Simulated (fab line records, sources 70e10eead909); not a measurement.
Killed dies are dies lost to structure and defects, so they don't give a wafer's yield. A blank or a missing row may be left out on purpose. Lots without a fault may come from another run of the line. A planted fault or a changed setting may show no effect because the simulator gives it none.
Chamber matching | flow nand_harc | NHARC_P_STI_DESCUM_14 on rie_diel-10: 4 sister chambers
The step chemistry O2, time 3 s. 14 wafers are shown with their chamber, then 7 later ones without.

WAFERS WITH THEIR CHAMBER
wafer  | chamber | showerhead_plenum_p_Torr (Torr) | drypump_motor_current_A (A) | oes_product_au (a.u.)
L076.1 | 3       | 1.93                            | 5.6                         | 1.001
L076.3 | 0       | 1.86                            | 5.3                         | 0.996
L076.4 | 1       | 1.87                            | 5.0                         | 1.004
L081.2 | 2       | 2.07                            | 5.2                         | 1.007
L081.4 | 1       | 1.87                            | 5.0                         | 1.008
L081.6 | 2       | 2.07                            | 5.2                         | 1.004
L085.1 | 3       | 1.93                            | 5.5                         | 1.016
L085.3 | 0       | 1.86                            | 5.3                         | 0.993
L085.6 | 2       | 2.07                            | 5.2                         | 0.999
L089.1 | 3       | 1.93                            | 5.6                         | 0.998
L089.2 | 2       | 2.06                            | 5.2                         | 1.008
L089.4 | 0       | 1.86                            | 5.3                         | 0.988
L090.1 | 3       | 1.93                            | 5.6                         | 1.000
L090.3 | 2       | 2.07                            | 5.2                         | 1.007

SIGNATURES (means of the wafers above)
reading                  | chamber 0 | chamber 1 | chamber 2 | chamber 3 | scatter within a chamber
showerhead_plenum_p_Torr | 1.8600    | 1.8700    | 2.0680    | 1.9300    | 0.00283
drypump_motor_current_A  | 5.300     | 5.000     | 5.200     | 5.575     | 0.0274
oes_product_au           | 0.99233   | 1.00600   | 1.00500   | 1.00375   | 0.00547
Rule: a wafer's distance from a chamber is the root of the sum, over the readings, of the square of ((its reading less the chamber's mean) divided by the reading's scatter). The wafer belongs to the nearest chamber; if the next one is less than 2 further off, it can't be placed. The scatter: the root of (the sum of the squares of (reading less its chamber's mean) over the shown wafers, divided by (wafers less chambers)).

WAFERS WITHOUT THEIR CHAMBER
wafer  | showerhead_plenum_p_Torr (Torr) | drypump_motor_current_A (A) | oes_product_au (a.u.)
L090.6 | 2.07                            | 5.2                         | 0.996
L094.1 | 1.93                            | 5.6                         | 0.993
L094.3 | 1.87                            | 5.0                         | 1.007
L094.4 | 2.06                            | 5.2                         | 0.989
L095.1 | 1.85                            | 5.3                         | 0.988
L095.3 | 1.87                            | 5.0                         | 1.002
L095.4 | 2.06                            | 5.2                         | 0.989

WHICH CHAMBER EACH WENT THROUGH
wafer  | from the rows above | in truth
L090.6 | 2                   | 2
L094.1 | 3                   | 3
L094.3 | 1                   | 1
L094.4 | 2                   | 2
L095.1 | 0                   | 0
L095.3 | 1                   | 1
L095.4 | 2                   | 2
Placed correctly: 7 of 7. Can't be placed from these rows: 0. Placed wrongly: 0.
